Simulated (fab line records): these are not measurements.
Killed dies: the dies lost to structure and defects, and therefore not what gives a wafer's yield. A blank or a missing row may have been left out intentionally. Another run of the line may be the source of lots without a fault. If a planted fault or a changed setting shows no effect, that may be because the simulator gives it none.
Struck lot and sound lot, side by side ; flow n5_finfet ; 15 steps out of a route of 1938
Sound: wafers L353.1, L353.5, L353.6. Struck: wafers L357.1, L357.6. (L357.2 of the same lot was not struck and is left out.) The cause comes at the end.
For every step that has rows: the tool of each side, followed by ch and its chambers, followed by its first start. Under that, the readings that differ: sound wafers ; struck wafers ; difference of the means ; sigmas: that difference in standard deviations of wafers without a fault.
alike: readings with means less than 2 such deviations apart, plus words and numbers identical on both sides. not compared: withheld readings, readings lacking a value on some wafer, bounds such as >300 that could conceal the same value, and numbers that have no deviation in the record and whose values overlap.
A row with sigmas, a row that says differs or no value, or rows on one side alone: a step with any of these is where the two part. Numbers that don't overlap but have no deviation are shown without sigmas and don't part them. A reading missing from all wafers of one side parts the sides only when that side holds two or more wafers.

first, 8 steps without rows for these wafers: N5_MIM_TOP_LITHO_HMDS_01 (time 60 s); N5_MIM_TOP_LITHO_COAT_02; N5_MIM_TOP_LITHO_EBR_04; N5_MIM_TOP_LITHO_SOFTBAKE_03 (time 90 s); N5_MIM_TOP_LITHO_EXPOSE_05 (exposes mask MIM TOP, target cd 2000 nm); N5_MIM_TOP_LITHO_PEB_06; N5_MIM_TOP_LITHO_DEVELOP_07 (develop time 60 s); N5_MIM_TOP_LITHO_HARDBAKE_09 (time 120 s).
N5_MIM_TOP_LITHO_CD_MEAS_08 targets a cd of 2000 nm.
  sound on cd_sem-01 ch 0, day 12 23:05; struck on cd_sem-03 ch 0, day 14 22:11
  alike: cd_nm
N5_MIM_TOP_LITHO_OVL_MEAS_11:
  sound on overlay-01 ch 0, day 12 23:07; struck on overlay-01 ch 0, day 14 22:13
  alike: MIM_TOP_OVL
N5_MIM_TOP_LITHO_INSPECT_12: inspects for defects (macro).
  sound on defect_inspect-01, day 12 23:08; struck on defect_inspect-01, day 14 22:14
  alike: raw_defect_count
N5_MIM_TOP_LITHO_DESCUM_10: chemistry O2, time 7.9 s.
  sound on rie_diel-05 ch 0,1, day 12 23:38; struck on rie_diel-05 ch 2, day 14 22:17
  alike: drypump_motor_current_A, oes_product_au, rf_vpp_V, showerhead_plenum_p_Torr, throttle_valve_pct
  not compared: rf_hours_counter_h
N5_MIM_TOP_ETCH_ETCH_00: etches TiN in Cl2/BCl3, target depth 38.5 nm.
  sound on rie_metal-01 ch 0,1, day 12 23:43; struck on rie_metal-02 ch 0, day 14 22:23
reading;sound;struck;difference;sigmas
mfc_cl2_sccm (sccm);52.98 53.44 53.45;58.02 57.75;+4.60;+29
throttle_valve_pct (%);22.71 22.55 22.69;23.40 23.40;+0.75;+4
  alike: drypump_motor_current_A, oes_product_au
  not compared: rf_hours_counter_h
N5_MIM_TOP_ETCH_STRIP_01: strips in O2.
  sound on rie_diel-03 ch 0,2, day 12 23:54; struck on rie_diel-03 ch 2, day 14 22:40
  alike: drypump_motor_current_A, oes_product_au, rf_vpp_V, showerhead_plenum_p_Torr, throttle_valve_pct
  not compared: rf_hours_counter_h
N5_PASSIVATION_PROBE_49:
  sound wafers here have rows in the record (prober-01, day 13 10:29); struck ones have none

WHERE THEY PART
Earliest at N5_MIM_TOP_ETCH_ETCH_00; latest, in this record, at N5_PASSIVATION_PROBE_49.

WHY: the cause the simulator had injected
rie_metal-02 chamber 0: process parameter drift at N5_MIM_TOP_ETCH_ETCH_00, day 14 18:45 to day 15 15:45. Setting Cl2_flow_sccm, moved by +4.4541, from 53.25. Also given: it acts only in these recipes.
